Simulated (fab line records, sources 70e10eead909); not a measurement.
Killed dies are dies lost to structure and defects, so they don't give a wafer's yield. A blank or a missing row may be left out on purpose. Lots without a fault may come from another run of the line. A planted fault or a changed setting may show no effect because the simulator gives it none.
fab line records | flow nand_harc
record lots=5 wafers=15 last_day=30
route steps=1302 shown A_CONTACT@999
lots that met no fault: from a run of the same line without faults
start_h: hours from the record's first day to the start of the lot's first wafer shown | wait_h: hours since the lot's step before | " the same as in the row above | L1.1+2: a row that stands for several wafers | - no value, or no start given | * or withheld: withheld | < > ~ a bound
route shown NAME@n: a module of which the file shows steps, and the number in the route of the first | usual: mean/standard deviation of fault-free wafers | same: alike in all rows | chamber/n: place in a boat | sites: the reading at each site | _std_site: their standard deviation | _edge_site: outer sites' mean less inner sites' | radius_mm: how far each site lies from the wafer's centre | mask NAME#n: copy n | behind: the tool/chamber that last shaped the wafer | hold: why the lot was held/for how many hours/how that ended | device: the transistor (n, p or np) that didn't switch | end of line: the same wafers' tests at the end of the route | a step without rows: its recipe alone | killed: dies lost to structure and defects at the first sort, not the wafer's yield | map: a wafer's dies, x killed, . not, _ none there
set.NAME: the setting as run; set.NAME@STEP: as run at that earlier step | model.NAME: the simulator's own value behind a step, which no gauge read
lots at some steps of the route; a table a step, a row a wafer
services: from which hour (start_h, from the record's first day; less than 0 if before it) a tool's chamber was out of use, for how many hours, and why
## steps
# step NHARC_A_CONTACT_INSPECT_44
# usual raw_defect_count=79/42
# columns lot.wafer tool chamber start_h wait_h raw_defect_count
L074.2 defect_inspect-02 - 501.04 0.0 14
L074.3 " - " " 25
L074.4 " - " " 30
L085.1 defect_inspect-01 - 616.43 0.0 55
L085.2 " - " " 47
L085.4 " - " " 37
L088.2 defect_inspect-01 - 632.83 0.0 48
L088.4 " - " " 51
L088.5 " - " " 55
L086.1 defect_inspect-02 - 641.52 0.0 83
L086.3 " - " " 75
L086.5 " - " " 76
L090.1 defect_inspect-02 - 643.82 0.0 82
L090.5 " - " " 130
L090.6 " - " " 102
# step NHARC_A_CONTACT_DESCUM_47
# recipe time_s=3 o2_flow_sccm=200 ar_flow_sccm=0 bias_power_w=0 chemistry=O2
# usual drypump_motor_current_A=5.7/0.43 oes_product_au=0.990/0.011 rf_vpp_V=57.7/0.91 showerhead_plenum_p_Torr=1.88/0.07 throttle_valve_pct=11.311/0.0089
# columns lot.wafer tool chamber start_h wait_h drypump_motor_current_A oes_product_au rf_hours_counter_h rf_vpp_V showerhead_plenum_p_Torr throttle_valve_pct
L074.2 rie_diel-13 1 501.10 0.1 5.6 1.003 43 57.5 1.97 11.303
L074.3 " 2 " " 6.1 0.997 45 59.7 2.02 11.317
L074.4 " 3 " " 5.1 1.000 50 59.4 1.80 11.309
L085.1 rie_diel-13 2 616.50 0.1 6.1 0.989 29 58.5 2.01 11.306
L085.4 " 3 " " 5.1 0.984 26 57.4 1.79 11.308
L085.2 " 0 " " 5.9 0.995 26 58.2 1.95 11.300
L088.2 rie_diel-06 1 632.90 0.1 4.8 0.988 21 57.2 1.86 11.328
L088.4 " 2 " " 5.8 0.976 15 56.9 1.83 11.304
L088.5 " 3 " " 5.9 0.974 - 57.7 1.88 11.314
L086.3 rie_diel-06 2 641.58 0.1 5.8 0.979 18 58.5 1.83 11.289
L086.1 " 3 " " 5.9 1.008 25 58.0 1.88 11.311
L086.5 " 3 " " 5.9 0.999 - 57.8 1.88 11.326
L090.1 rie_diel-06 3 643.88 0.1 5.9 0.992 26 60.2 1.88 11.306
L090.6 " 3 " " 5.9 0.980 - 57.0 1.88 11.313
L090.5 " 0 " " 6.1 0.986 - 56.8 1.81 11.310
# step NHARC_A_CONTACT_ETCH_48
# recipe target_depth_a=390 over_etch_frac=0.3 time_s=65 ion_energy_ev=80 cf4_flow_sccm=150 ar_flow_sccm=0 rf_w=300 bias_w=100 chemistry=CF4
# usual drypump_motor_current_A=5.7/0.42 oes_product_au=0.989/0.011 rf_vpp_V=150.9/1.1 showerhead_plenum_p_Torr=1.74/0.059 throttle_valve_pct=13.284/0.0082
# same over_etch_frac=0.3
# columns lot.wafer tool chamber start_h wait_h drypump_motor_current_A oes_product_au rf_hours_counter_h rf_vpp_V showerhead_plenum_p_Torr throttle_valve_pct
L074.4 rie_diel-13 1 501.19 0.1 5.6 0.997 43 151.3 1.82 13.278
L074.3 " 2 " " 6.1 1.005 45 153.8 1.86 13.266
L074.2 " 3 " " 5.1 0.993 50 149.7 1.67 13.292
L085.2 rie_diel-13 3 616.59 0.1 5.1 0.992 26 149.4 1.66 13.280
L085.1 " 0 " " 5.9 0.994 26 151.6 1.80 13.298
L085.4 " 1 " " 5.5 1.005 29 151.7 1.81 13.282
L088.4 rie_diel-06 0 632.98 0.1 6.1 0.997 22 150.5 1.69 13.290
L088.2 " 1 " " 4.9 0.983 21 149.0 1.72 13.292
L088.5 " 3 " " 5.9 0.991 - 150.4 1.74 13.291
L086.1 rie_diel-06 3 641.67 0.1 5.9 0.986 25 150.0 1.74 13.284
L086.3 " 0 " " 6.1 0.997 26 149.1 1.68 13.293
L086.5 " 3 " " 5.9 0.985 - 151.0 1.74 13.281
L090.1 rie_diel-06 2 643.96 0.1 5.9 0.977 18 149.7 1.70 13.275
L090.6 " 2 " " 5.8 0.977 - 150.2 1.70 13.296
L090.5 " 3 " " 5.9 1.002 - 151.1 1.74 13.288
# step NHARC_A_CONTACT_ETCH_49
# recipe target_depth_a=2600 over_etch_frac=0.3 time_s=475.3 ion_energy_ev=200 n2_flow_sccm=150 h2_flow_sccm=150 ar_flow_sccm=0 rf_w=400 bias_w=150 chemistry=N2/H2
# usual drypump_motor_current_A=5.7/0.41 n2_flow_sccm=150.0/0.45 oes_product_au=0.989/0.011 rf_vpp_V=429.5/2.3 showerhead_plenum_p_Torr=2.01/0.076 throttle_valve_pct=14.171/0.0086
# same over_etch_frac=0.3
# columns lot.wafer tool chamber start_h wait_h drypump_motor_current_A n2_flow_sccm oes_product_au rf_hours_counter_h rf_vpp_V showerhead_plenum_p_Torr throttle_valve_pct
L074.2 rie_diel-13 3 - - 5.1 149.9 0.989 50 428.3 1.91 14.175
L074.4 " 1 " " 5.6 150.3 1.000 43 433.3 2.11 14.170
L074.3 " 2 " " 6.0 150.2 0.988 45 434.9 2.16 14.178
L085.1 rie_diel-13 0 - - 5.9 151.1 0.995 26 432.2 2.08 14.166
L085.2 " 1 " " 5.6 149.6 0.988 29 432.7 2.09 14.174
L085.4 " 3 " " 5.1 149.8 0.979 26 426.7 1.90 14.150
L088.2 rie_diel-06 1 - - 4.9 150.1 0.980 21 428.5 1.98 14.169
L088.4 " 3 " " 5.9 150.1 0.990 22 429.4 2.01 14.173
L088.5 " 2 " " 5.8 149.1 0.975 - 427.4 1.95 14.173
L086.1 rie_diel-06 1 - - 4.9 149.7 0.986 24 429.4 1.98 14.156
L086.3 " 2 " " 5.8 149.7 0.987 18 429.1 1.95 14.170
L086.5 " 3 " " 5.9 149.8 0.987 - 429.3 2.01 14.177
L090.1 rie_diel-06 1 - - 4.9 149.4 0.983 25 428.5 1.98 14.175
L090.5 " 2 " " 5.8 150.3 0.976 - 428.5 1.95 14.146
L090.6 " 3 " " 5.9 150.0 0.991 - 430.3 2.00 14.177
# step NHARC_A_CONTACT_ETCH_50
# recipe target_depth_a=1210 time_s=60.5 cf4_flow_sccm=100 chf3_flow_sccm=30 ar_flow_sccm=0 rf_w=500 bias_w=200 chemistry=CF4/CHF3
# usual drypump_motor_current_A=5.7/0.45 oes_product_au=0.941/0.02 rf_vpp_V=369.8/2 showerhead_plenum_p_Torr=1.55/0.056 throttle_valve_pct=16.804/0.0087
# columns lot.wafer tool chamber start_h wait_h drypump_motor_current_A oes_product_au rf_hours_counter_h rf_vpp_V showerhead_plenum_p_Torr throttle_valve_pct
L074.4 rie_diel-13 1 - - 5.6 0.931 43 372.4 1.62 16.801
L074.2 " 2 " " 6.0 0.925 45 372.7 1.66 16.802
L074.3 " 0 " " 5.9 0.921 42 371.4 1.61 16.808
L085.2 rie_diel-13 2 - - 6.0 0.919 29 371.5 1.65 16.813
L085.1 " 0 " " 5.9 0.918 26 372.2 1.60 16.807
L085.4 " 1 " " 5.6 0.905 29 370.7 1.61 16.796
L088.4 rie_diel-06 2 - - 5.8 0.947 16 368.5 1.51 16.812
L088.2 " 3 " " 5.9 0.941 22 370.3 1.55 16.797
L088.5 " 0 " " 6.1 0.947 - 368.8 1.50 16.813
L086.1 rie_diel-06 2 - - 5.8 0.906 18 369.7 1.51 16.816
L086.3 " 3 " " 5.9 0.911 25 368.4 1.55 16.802
L086.5 " 1 " " 4.8 0.903 - 367.3 1.53 16.811
L090.1 rie_diel-06 1 - - 4.8 0.967 25 369.6 1.53 16.815
L090.6 " 2 " " 5.9 0.958 - 368.7 1.51 16.797
L090.5 " 3 " " 5.9 0.947 - 369.7 1.55 16.807
# step NHARC_A_CONTACT_ETCH_51
# recipe target_depth_a=70000 over_etch_frac=0.3 time_s=1820 ion_energy_ev=150 o2_flow_sccm=400 cos_flow_sccm=20 ar_flow_sccm=0 rf_w=500 bias_w=300 chemistry=O2/COS
# usual drypump_motor_current_A=5.7/0.44 oes_product_au=0.990/0.01 rf_vpp_V=313.5/1.8 showerhead_plenum_p_Torr=3.07/0.11 throttle_valve_pct=28.331/0.0089
# same over_etch_frac=0.3
# columns lot.wafer tool chamber start_h wait_h drypump_motor_current_A oes_product_au rf_hours_counter_h rf_vpp_V showerhead_plenum_p_Torr throttle_valve_pct
L074.4 rie_diel-13 1 - - 5.5 0.988 43 316.1 3.22 28.332
L074.3 " 2 " " 6.1 1.001 46 318.1 3.29 28.333
L074.2 " 3 " " 5.1 0.989 51 311.1 2.94 28.333
L085.4 rie_diel-13 0 - - 5.9 0.996 27 315.7 3.18 28.344
L085.2 " 1 " " 5.6 0.992 29 313.3 3.20 28.334
L085.1 " 3 " " 5.1 0.979 26 311.9 2.93 28.330
L088.4 rie_diel-06 0 - - 6.2 0.997 23 311.3 2.97 28.331
L088.2 " 2 " " 5.9 0.976 16 312.4 3.00 28.333
L088.5 " 3 " " 5.9 0.991 - 313.4 3.07 28.345
L086.1 rie_diel-06 1 - - 4.9 0.982 25 312.4 3.04 28.343
L086.3 " 2 " " 5.8 0.984 18 314.0 3.00 28.319
L086.5 " 0 " " 6.1 0.984 - 312.3 2.97 28.324
L090.1 rie_diel-06 3 - - 5.9 0.995 27 314.9 3.07 28.334
L090.5 " 2 " " 5.8 0.976 - 310.6 3.00 28.348
L090.6 " 3 " " 5.9 0.994 - 314.2 3.07 28.328
# step NHARC_A_CONTACT_ETCH_111
# recipe source_w=withheld pressure_mtorr=20 bias_v=withheld time_s=140 target_depth_a=7000 ar_flow_sccm=withheld c4f8_flow_sccm=withheld o2_flow_sccm=withheld chemistry=C4F8/O2/Ar
# columns lot.wafer tool chamber start_h wait_h rf_hours_counter_h
L074.2 har_cap_etch-03 1 503.08 - 39
L074.4 " 0 " " -
L074.3 " 1 " " -
L085.1 har_cap_etch-01 1 618.31 - 16
L085.2 " 0 " " 16
L085.4 " 0 " " -
L088.2 har_cap_etch-01 1 634.75 - 18
L088.4 " 1 " " -
L088.5 " 1 " " -
L086.1 har_cap_etch-02 0 643.49 - 106
L086.3 " 0 " " -
L086.5 " 1 " " -
L090.1 har_cap_etch-03 1 645.73 - 66
L090.6 " 0 " " -
L090.5 " 1 " " -
# step NHARC_A_CONTACT_ETCH_112
# recipe source_w=withheld pressure_mtorr=20 bias_v=3000 time_s=190 target_depth_a=18500 ar_flow_sccm=withheld c4f8_flow_sccm=withheld o2_flow_sccm=withheld chemistry=C4F8/O2/Ar
# columns lot.wafer tool chamber start_h wait_h rf_hours_counter_h
L074.2 har_cap_etch-03 1 503.28 0.2 39
L074.4 " 0 " " -
L074.3 " 1 " " -
L085.1 har_cap_etch-01 1 618.51 0.2 16
L085.2 " 0 " " 16
L085.4 " 0 " " -
L088.2 har_cap_etch-01 1 634.95 0.2 18
L088.4 " 1 " " -
L088.5 " 1 " " -
L086.1 har_cap_etch-02 0 643.68 0.2 106
L086.3 " 0 " " -
L086.5 " 1 " " -
L090.1 har_cap_etch-03 1 645.93 0.2 66
L090.6 " 0 " " -
L090.5 " 1 " " -
# step NHARC_A_CONTACT_ETCH_113
# recipe source_w=withheld pressure_mtorr=20 bias_v=3000 time_s=190 target_depth_a=18500 ar_flow_sccm=withheld c4f8_flow_sccm=withheld o2_flow_sccm=withheld chemistry=C4F8/O2/Ar
# columns lot.wafer tool chamber start_h wait_h rf_hours_counter_h
L074.2 har_cap_etch-03 1 503.45 0.1 39
L074.4 " 0 " " -
L074.3 " 1 " " -
L085.1 har_cap_etch-01 1 618.68 0.1 16
L085.2 " 0 " " 16
L085.4 " 0 " " -
L088.2 har_cap_etch-01 1 635.12 0.1 18
L088.4 " 1 " " -
L088.5 " 1 " " -
L086.1 har_cap_etch-02 0 643.86 0.1 106
L086.3 " 0 " " -
L086.5 " 1 " " -
L090.1 har_cap_etch-03 1 646.09 0.1 66
L090.6 " 0 " " -
L090.5 " 1 " " -
# step NHARC_A_CONTACT_ETCH_114
# recipe source_w=withheld pressure_mtorr=20 bias_v=3000 time_s=190 target_depth_a=18500 ar_flow_sccm=withheld c4f8_flow_sccm=withheld o2_flow_sccm=withheld chemistry=C4F8/O2/Ar
# columns lot.wafer tool chamber start_h wait_h rf_hours_counter_h
L074.2 har_cap_etch-03 1 503.62 0.1 40
L074.4 " 0 " " -
L074.3 " 1 " " -
L085.1 har_cap_etch-01 1 618.85 0.1 16
L085.2 " 0 " " 16
L085.4 " 0 " " -
L088.2 har_cap_etch-01 1 635.28 0.1 18
L088.4 " 1 " " -
L088.5 " 1 " " -
L086.1 har_cap_etch-02 0 644.03 0.1 106
L086.3 " 0 " " -
L086.5 " 1 " " -
L090.1 har_cap_etch-03 1 646.26 0.1 66
L090.6 " 0 " " -
L090.5 " 1 " " -
# step NHARC_A_CONTACT_ETCH_115
# recipe source_w=withheld pressure_mtorr=20 bias_v=3000 time_s=190 target_depth_a=18500 ar_flow_sccm=withheld c4f8_flow_sccm=withheld o2_flow_sccm=withheld chemistry=C4F8/O2/Ar
# columns lot.wafer tool chamber start_h wait_h rf_hours_counter_h
L074.2 har_cap_etch-03 1 503.79 0.1 40
L074.4 " 0 " " -
L074.3 " 1 " " -
L085.1 har_cap_etch-01 1 619.02 0.1 16
L085.2 " 0 " " 16
L085.4 " 0 " " -
L088.2 har_cap_etch-01 1 635.45 0.1 19
L088.4 " 1 " " -
L088.5 " 1 " " -
L086.1 har_cap_etch-02 0 644.20 0.1 106
L086.3 " 0 " " -
L086.5 " 1 " " -
L090.1 har_cap_etch-03 1 646.43 0.1 66
L090.6 " 0 " " -
L090.5 " 1 " " -
# step NHARC_A_CONTACT_ETCH_116
# recipe source_w=withheld pressure_mtorr=20 bias_v=3000 time_s=190 target_depth_a=18500 ar_flow_sccm=withheld c4f8_flow_sccm=withheld o2_flow_sccm=withheld chemistry=C4F8/O2/Ar
# columns lot.wafer tool chamber start_h wait_h rf_hours_counter_h
L074.2 har_cap_etch-03 1 503.96 0.1 40
L074.4 " 0 " " -
L074.3 " 1 " " -
L085.1 har_cap_etch-01 1 619.19 0.1 16
L085.2 " 0 " " 16
L085.4 " 0 " " -
L088.2 har_cap_etch-01 1 635.62 0.1 19
L088.4 " 1 " " -
L088.5 " 1 " " -
L086.1 har_cap_etch-02 0 644.37 0.1 106
L086.3 " 0 " " -
L086.5 " 1 " " -
L090.1 har_cap_etch-03 1 646.61 0.1 67
L090.6 " 0 " " -
L090.5 " 1 " " -
# step NHARC_A_CONTACT_ETCH_117
# recipe source_w=withheld pressure_mtorr=20 bias_v=3000 time_s=190 target_depth_a=18500 ar_flow_sccm=withheld c4f8_flow_sccm=withheld o2_flow_sccm=withheld chemistry=C4F8/O2/Ar
# columns lot.wafer tool chamber start_h wait_h rf_hours_counter_h
L074.2 har_cap_etch-03 1 504.14 0.1 40
L074.4 " 0 " " -
L074.3 " 1 " " -
L085.1 har_cap_etch-01 1 619.36 0.1 17
L085.2 " 0 " " 17
L085.4 " 0 " " -
L088.2 har_cap_etch-01 1 635.80 0.1 19
L088.4 " 1 " " -
L088.5 " 1 " " -
L086.1 har_cap_etch-02 0 644.54 0.1 107
L086.3 " 0 " " -
L086.5 " 1 " " -
L090.1 har_cap_etch-03 1 646.78 0.1 67
L090.6 " 0 " " -
L090.5 " 1 " " -
# step NHARC_A_CONTACT_ETCH_118
# recipe source_w=withheld pressure_mtorr=20 bias_v=3000 time_s=190 target_depth_a=18500 ar_flow_sccm=withheld c4f8_flow_sccm=withheld o2_flow_sccm=withheld chemistry=C4F8/O2/Ar
# columns lot.wafer tool chamber start_h wait_h rf_hours_counter_h
L074.2 har_cap_etch-03 1 504.31 0.1 40
L074.4 " 0 " " -
L074.3 " 1 " " -
L085.1 har_cap_etch-01 1 619.53 0.1 17
L085.2 " 0 " " 17
L085.4 " 0 " " -
L088.2 har_cap_etch-01 1 635.97 0.1 19
L088.4 " 1 " " -
L088.5 " 1 " " -
L086.1 har_cap_etch-02 0 644.71 0.1 107
L086.3 " 0 " " -
L086.5 " 1 " " -
L090.1 har_cap_etch-03 1 646.95 0.1 67
L090.6 " 0 " " -
L090.5 " 1 " " -
# step NHARC_A_CONTACT_ETCH_119
# recipe source_w=withheld pressure_mtorr=20 bias_v=3000 time_s=190 target_depth_a=18500 ar_flow_sccm=withheld c4f8_flow_sccm=withheld o2_flow_sccm=withheld chemistry=C4F8/O2/Ar
# columns lot.wafer tool chamber start_h wait_h rf_hours_counter_h
L074.2 har_cap_etch-03 1 504.48 0.1 40
L074.4 " 0 " " -
L074.3 " 1 " " -
L085.1 har_cap_etch-01 1 619.70 0.1 17
L085.2 " 0 " " 17
L085.4 " 0 " " -
L088.2 har_cap_etch-01 1 636.14 0.1 19
L088.4 " 1 " " -
L088.5 " 1 " " -
L086.1 har_cap_etch-02 0 644.88 0.1 107
L086.3 " 0 " " -
L086.5 " 1 " " -
L090.1 har_cap_etch-03 1 647.12 0.1 67
L090.6 " 0 " " -
L090.5 " 1 " " -
# step NHARC_A_CONTACT_ETCH_120
# recipe source_w=withheld pressure_mtorr=20 bias_v=3000 time_s=190 target_depth_a=18500 ar_flow_sccm=withheld c4f8_flow_sccm=withheld o2_flow_sccm=withheld chemistry=C4F8/O2/Ar
# columns lot.wafer tool chamber start_h wait_h rf_hours_counter_h
L074.2 har_cap_etch-03 1 504.65 0.1 41
L074.4 " 0 " " -
L074.3 " 1 " " -
L085.1 har_cap_etch-01 1 619.88 0.1 17
L085.2 " 0 " " 17
L085.4 " 0 " " -
L088.2 har_cap_etch-01 1 636.31 0.1 19
L088.4 " 1 " " -
L088.5 " 1 " " -
L086.1 har_cap_etch-02 0 645.05 0.1 107
L086.3 " 0 " " -
L086.5 " 1 " " -
L090.1 har_cap_etch-03 1 647.29 0.1 67
L090.6 " 0 " " -
L090.5 " 1 " " -
# step NHARC_A_CONTACT_ETCH_121
# recipe source_w=withheld pressure_mtorr=20 bias_v=3000 time_s=190 target_depth_a=18500 ar_flow_sccm=withheld c4f8_flow_sccm=withheld o2_flow_sccm=withheld chemistry=C4F8/O2/Ar
# columns lot.wafer tool chamber start_h wait_h rf_hours_counter_h
L074.2 har_cap_etch-03 1 504.82 0.1 41
L074.4 " 0 " " -
L074.3 " 1 " " -
L085.1 har_cap_etch-01 1 620.05 0.1 17
L085.2 " 0 " " 17
L085.4 " 0 " " -
L088.2 har_cap_etch-01 1 636.49 0.1 20
L088.4 " 1 " " -
L088.5 " 1 " " -
L086.1 har_cap_etch-02 0 645.22 0.1 107
L086.3 " 0 " " -
L086.5 " 1 " " -
L090.1 har_cap_etch-03 1 647.47 0.1 67
L090.6 " 0 " " -
L090.5 " 1 " " -
# step NHARC_A_CONTACT_ETCH_122
# recipe source_w=withheld pressure_mtorr=20 bias_v=3000 time_s=190 target_depth_a=18500 ar_flow_sccm=withheld c4f8_flow_sccm=withheld o2_flow_sccm=withheld chemistry=C4F8/O2/Ar
# columns lot.wafer tool chamber start_h wait_h rf_hours_counter_h
L074.2 har_cap_etch-03 1 505.00 0.1 41
L074.4 " 0 " " -
L074.3 " 1 " " -
L085.1 har_cap_etch-01 1 620.22 0.1 17
L085.2 " 0 " " 17
L085.4 " 0 " " -
L088.2 har_cap_etch-01 1 636.66 0.1 20
L088.4 " 1 " " -
L088.5 " 1 " " -
L086.1 har_cap_etch-02 0 645.39 0.1 107
L086.3 " 0 " " -
L086.5 " 1 " " -
L090.1 har_cap_etch-03 1 647.64 0.1 67
L090.6 " 0 " " -
L090.5 " 1 " " -
# step NHARC_A_CONTACT_ETCH_123
# recipe source_w=withheld pressure_mtorr=20 bias_v=400 time_s=490 target_depth_a=21100 ar_flow_sccm=withheld c4f8_flow_sccm=11.5 o2_flow_sccm=7.2 chemistry=C4F8/O2/Ar
# columns lot.wafer tool chamber start_h wait_h rf_hours_counter_h
L074.2 har_cap_etch-03 1 505.23 0.2 41
L074.4 " 0 " " -
L074.3 " 1 " " -
L085.1 har_cap_etch-01 1 620.39 0.1 18
L085.2 " 0 " " 18
L085.4 " 0 " " -
L088.2 har_cap_etch-01 1 636.89 0.2 20
L088.4 " 1 " " -
L088.5 " 1 " " -
L086.1 har_cap_etch-02 0 645.63 0.2 108
L086.3 " 0 " " -
L086.5 " 1 " " -
L090.1 har_cap_etch-03 1 647.87 0.2 68
L090.6 " 0 " " -
L090.5 " 1 " " -
# step NHARC_A_CONTACT_ETCH_90
# recipe target_depth_a=400 over_etch_frac=0.5 time_s=85.7 ion_energy_ev=120 ch3f_flow_sccm=50 o2_flow_sccm=30 ar_flow_sccm=200 rf_w=500 bias_w=100 chemistry=CH3F/O2
# usual drypump_motor_current_A=5.7/0.43 oes_product_au=0.95/0.038 rf_vpp_V=243.7/1.3 showerhead_plenum_p_Torr=2.41/0.082 throttle_valve_pct=20.663/0.0087
# same over_etch_frac=0.5
# columns lot.wafer tool chamber start_h wait_h drypump_motor_current_A oes_product_au rf_hours_counter_h rf_vpp_V showerhead_plenum_p_Torr throttle_valve_pct
L074.2 rie_diel-06 1 506.12 0.8 4.8 0.98 3 243.4 2.40 20.658
L074.4 " 2 " " 5.8 0.99 2 241.3 2.36 20.665
L074.3 " 3 " " 5.9 0.99 2 245.3 2.43 20.665
L085.2 rie_diel-13 0 621.36 0.8 5.9 0.92 31 243.6 2.50 20.658
L085.1 " 1 " " 5.6 0.92 32 244.6 2.52 20.656
L085.4 " 3 " " 5.1 0.91 30 241.3 2.30 20.652
L088.4 rie_diel-13 3 637.78 0.6 5.1 0.91 33 243.2 2.30 20.675
L088.2 " 1 " " 5.5 0.90 35 245.5 2.52 20.676
L088.5 " 3 " " 5.1 0.91 - 241.7 2.30 20.667
L086.3 rie_diel-01 3 646.54 0.7 6.3 0.93 28 240.6 2.29 20.643
L086.1 " 0 " " 5.9 0.90 25 244.1 2.46 20.676
L086.5 " 2 " " 5.9 0.99 - 243.2 2.39 20.654
L090.1 rie_diel-06 1 648.81 0.9 4.8 0.92 27 243.3 2.39 20.657
L090.5 " 2 " " 5.8 0.90 - 243.4 2.36 20.668
L090.6 " 3 " " 5.9 0.92 - 244.6 2.42 20.674
# step NHARC_A_CONTACT_ETCH_96
# recipe target_depth_a=200 over_etch_frac=0.5 time_s=10 ion_energy_ev=250 c4f6_flow_sccm=25 o2_flow_sccm=20 ar_flow_sccm=500 rf_w=600 bias_w=500 chemistry=C4F6/O2
# usual drypump_motor_current_A=5.8/0.42 oes_product_au=0.962/0.028 rf_vpp_V=545.5/2.7 showerhead_plenum_p_Torr=3.86/0.13 throttle_valve_pct=26.904/0.0097
# same over_etch_frac=0.5
# columns lot.wafer tool chamber start_h wait_h drypump_motor_current_A oes_product_au rf_hours_counter_h rf_vpp_V showerhead_plenum_p_Torr throttle_valve_pct
L074.3 rie_diel-06 0 - - 6.1 0.998 2 544.1 3.75 26.912
L074.2 " 1 " " 4.9 0.982 3 544.9 3.83 26.919
L074.4 " 3 " " 5.9 0.981 2 545.1 3.88 26.887
L085.1 rie_diel-13 3 - - 5.1 0.935 30 540.8 3.69 26.905
L085.2 " 0 " " 5.9 0.947 31 549.1 3.99 26.896
L085.4 " 1 " " 5.6 0.945 32 548.7 4.01 26.902
L088.2 rie_diel-13 1 - - 5.6 0.919 35 548.9 4.01 26.886
L088.4 " 3 " " 5.1 0.942 33 541.8 3.69 26.897
L088.5 " 0 " " 5.9 0.950 - 548.4 3.98 26.908
L086.3 rie_diel-01 1 - - 5.7 0.978 27 548.6 4.00 26.907
L086.1 " 0 " " 5.9 0.931 25 546.8 3.93 26.912
L086.5 " 2 " " 6.0 1.003 - 545.2 3.82 26.893
L090.1 rie_diel-06 0 - - 6.1 0.942 29 542.9 3.74 26.905
L090.6 " 0 " " 6.1 0.923 - 543.1 3.74 26.906
L090.5 " 1 " " 4.9 0.931 - 544.3 3.82 26.896
# step NHARC_A_CONTACT_CD_MEAS_53
# usual cd_nm=289.8/0.84
# columns lot.wafer tool chamber start_h wait_h cd_nm
L074.2 cd_sem-03 - 506.35 - 290.6
L074.3 " - " " 290.0
L074.4 " - " " 289.4
L085.1 cd_sem-02 - 621.58 - 290.1
L085.2 " - " " 289.5
L085.4 " - " " 289.9
L088.2 cd_sem-02 - 638.00 - 288.9
L088.4 " - " " 290.0
L088.5 " - " " 289.8
L086.1 cd_sem-02 - 646.73 - 290.3
L086.3 " - " " 289.7
L086.5 " - " " 288.9
L090.1 cd_sem-03 - 648.99 - 291.3
L090.5 " - " " 290.1
L090.6 " - " " 290.4
# step NHARC_A_CONTACT_STRIP_99
# recipe n2_flow_sccm=150 h2_flow_sccm=150 ar_flow_sccm=0 bias_w=0 chemistry=N2/H2
# columns lot.wafer tool chamber start_h wait_h
L074.4+2+3 rie_diel-06 3,0,2 506.42 0.1
L085.4+1+2 rie_diel-13 2,0,1 621.65 0.1
L088.2+4+5 rie_diel-01 3,0,0 638.07 0.1
L086.1+3+5 rie_diel-01 3,1,2 646.82 0.1
L090.1+6+5 rie_diel-13 2,0,1 649.08 0.1
# step NHARC_A_CONTACT_STRIP_100
# recipe cf4_flow_sccm=100 chf3_flow_sccm=30 ar_flow_sccm=0 bias_w=0 chemistry=CF4/CHF3
# columns lot.wafer tool chamber start_h wait_h
L074.3+2+4 rie_diel-06 0,1,2 506.52 0.1
L085.4+1+2 rie_diel-13 3,0,2 621.75 0.1
L088.4+2+5 rie_diel-01 1,2,0 638.17 0.1
L086.3+1+5 rie_diel-01 2,3,1 646.91 0.1
L090.1+5+6 rie_diel-13 3,0,1 649.17 0.1
# step NHARC_A_CONTACT_STRIP_101
# recipe o2_flow_sccm=400 cos_flow_sccm=20 ar_flow_sccm=0 bias_w=0 chemistry=O2/COS
# columns lot.wafer tool chamber start_h wait_h
L074.2+3+4 rie_diel-06 1,3,0 506.58 0.1
L085.4+2+1 rie_diel-13 2,3,0 621.81 0.1
L088.2+4+5 rie_diel-01 3,0,2 638.23 0.1
L086.1+3+5 rie_diel-01 1,2,3 647.02 0.1
L090.1+5+6 rie_diel-13 3,3,0 649.22 0.0
# step NHARC_A_CONTACT_ETCH_102
# recipe target_depth_a=1000 overetch_a=100 time_s=55 ion_energy_ev=100 cf4_flow_sccm=80 o2_flow_sccm=20 ar_flow_sccm=0 rf_w=300 bias_w=100 chemistry=CF4/O2
# usual drypump_motor_current_A=5.7/0.45 oes_o_777_au=1.000/0.0045 oes_product_au=0.992/0.014 rf_vpp_V=197.3/1.1 showerhead_plenum_p_Torr=1.31/0.043 throttle_valve_pct=13.398/0.0088
# columns lot.wafer tool chamber start_h wait_h drypump_motor_current_A oes_o_777_au oes_product_au rf_hours_counter_h rf_vpp_V showerhead_plenum_p_Torr throttle_valve_pct
L074.2 rie_diel-06 1 506.64 0.1 4.8 1.005 0.991 3 197.4 1.30 13.394
L074.4 " 2 " " 5.9 0.995 0.982 2 195.6 1.28 13.399
L074.3 " 0 " " 6.1 0.999 0.983 2 195.8 1.27 13.385
L085.1 rie_diel-13 2 621.88 0.1 6.1 0.997 1.008 32 198.9 1.40 13.412
L085.2 " 3 " " 5.1 0.995 0.994 30 195.7 1.25 13.388
L085.4 " 0 " " 5.9 0.996 0.991 31 198.2 1.36 13.406
L088.2 rie_diel-01 2 638.29 0.1 5.9 0.999 1.004 20 196.7 1.30 13.378
L088.4 " 1 " " 5.7 1.005 1.024 23 198.3 1.36 13.404
L088.5 " 3 " " 6.4 0.996 1.014 - 195.0 1.24 13.404
L086.3 rie_diel-01 0 647.09 0.1 5.9 0.996 0.989 26 200.1 1.34 13.399
L086.1 " 2 " " 5.9 1.005 0.997 24 196.7 1.30 13.406
L086.5 " 0 " " 5.9 0.996 0.983 - 197.6 1.34 13.408
L090.1 rie_diel-13 1 649.32 0.1 5.5 0.998 0.978 40 198.1 1.37 13.389
L090.6 " 0 " " 5.9 1.007 1.003 - 199.1 1.36 13.398
L090.5 " 1 " " 5.6 0.995 0.982 - 197.9 1.37 13.390
## services
# columns tool chamber start_h hours kind
rie_diel-06 - 478.67 2.5 repair
rie_diel-06 - 484.20 9.0 pm
rie_diel-06 0 484.20 9.0 vent_cycle
rie_diel-06 1 484.20 9.0 vent_cycle
rie_diel-06 2 484.20 9.0 vent_cycle
rie_diel-06 3 484.20 9.0 vent_cycle
rie_diel-13 1 485.28 3.4 repair
har_cap_etch-01 - 499.38 17.0 pm
har_cap_etch-01 0 499.38 17.0 vent_cycle
har_cap_etch-01 1 499.38 17.0 vent_cycle
har_cap_etch-01 0 516.38 - clean
har_cap_etch-01 0 516.38 - consumable_replace:focus_ring
har_cap_etch-01 1 516.38 - clean
rie_diel-13 3 517.00 2.9 repair
rie_diel-13 2 518.14 4.1 repair
rie_diel-13 - 520.08 9.0 pm
har_cap_etch-01 - 530.88 0.3 repair
rie_diel-01 - 557.83 9.0 pm
rie_diel-01 2 573.91 10.4 repair
rie_diel-13 - 586.75 0.2 repair
rie_diel-01 0 630.12 3.1 repair
har_cap_etch-03 - 632.38 0.8 repair
har_cap_etch-01 - 638.77 0.6 repair
har_cap_etch-03 - 642.38 2.3 repair
## key
fault none
